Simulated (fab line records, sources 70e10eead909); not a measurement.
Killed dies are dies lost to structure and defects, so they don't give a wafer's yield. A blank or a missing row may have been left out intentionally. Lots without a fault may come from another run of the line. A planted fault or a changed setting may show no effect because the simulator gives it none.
Chamber matching || flow nand harc || NHARC_P_M1_STRIP_18 on rie diel-08: 4 sister chambers
The step strips in N2/H2. 8 wafers are shown with their chamber, then 7 later ones without.

## WAFERS, EACH WITH ITS CHAMBER
{"wafer": "L171.5", "chamber": 1, "showerhead plenum p Torr (Torr)": 1.96, "drypump motor current A (A)": 5.7}
{"wafer": "L171.6", "chamber": 2, "showerhead plenum p Torr (Torr)": 2.21, "drypump motor current A (A)": 5.8}
{"wafer": "L174.5", "chamber": 3, "showerhead plenum p Torr (Torr)": 1.96, "drypump motor current A (A)": 5.6}
{"wafer": "L177.2", "chamber": 1, "showerhead plenum p Torr (Torr)": 1.96, "drypump motor current A (A)": 5.6}
{"wafer": "L177.3", "chamber": 0, "showerhead plenum p Torr (Torr)": 2.00, "drypump motor current A (A)": 5.5}
{"wafer": "L177.6", "chamber": 2, "showerhead plenum p Torr (Torr)": 2.20, "drypump motor current A (A)": 5.8}
{"wafer": "L179.1", "chamber": 0, "showerhead plenum p Torr (Torr)": 2.00, "drypump motor current A (A)": 5.5}
{"wafer": "L179.2", "chamber": 3, "showerhead plenum p Torr (Torr)": 1.96, "drypump motor current A (A)": 5.6}

## WAFERS WITH NO CHAMBER GIVEN
{"wafer": "L179.4", "showerhead plenum p Torr (Torr)": 1.96, "drypump motor current A (A)": 5.6}
{"wafer": "L182.3", "showerhead plenum p Torr (Torr)": 1.96, "drypump motor current A (A)": 5.6}
{"wafer": "L182.4", "showerhead plenum p Torr (Torr)": 1.96, "drypump motor current A (A)": 5.6}
{"wafer": "L182.5", "showerhead plenum p Torr (Torr)": 1.96, "drypump motor current A (A)": 5.6}
{"wafer": "L183.2", "showerhead plenum p Torr (Torr)": 2.00, "drypump motor current A (A)": 5.5}
{"wafer": "L183.3", "showerhead plenum p Torr (Torr)": 2.20, "drypump motor current A (A)": 5.8}
{"wafer": "L183.5", "showerhead plenum p Torr (Torr)": 2.20, "drypump motor current A (A)": 5.8}

## THE CHAMBER EACH PASSED THROUGH
{"wafer": "L179.4", "from the rows above": "can't be placed: 3 or 1", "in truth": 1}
{"wafer": "L182.3", "from the rows above": "can't be placed: 3 or 1", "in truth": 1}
{"wafer": "L182.4", "from the rows above": "can't be placed: 3 or 1", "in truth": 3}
{"wafer": "L182.5", "from the rows above": "can't be placed: 3 or 1", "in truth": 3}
{"wafer": "L183.2", "from the rows above": 0, "in truth": 0}
{"wafer": "L183.3", "from the rows above": 2, "in truth": 2}
{"wafer": "L183.5", "from the rows above": 2, "in truth": 2}
3 of 7 placed correctly. Unplaceable from these rows: 4, with the true chamber sitting among the candidates in 4. 0 placed wrongly.
How it was worked out, from the rows above alone: a wafer's distance from a chamber is the root of the sum, over the readings, of the square of ((its reading less the chamber's mean) divided by the reading's scatter). If the next closest chamber is less than 2 further off than the closest, the wafer can't be placed; otherwise it belongs to the closest. The mean given for a chamber averages the wafers shown for that chamber. The scatter: the root of (the sum of the squares of (reading less its chamber's mean) over the shown wafers, divided by (wafers less chambers)).
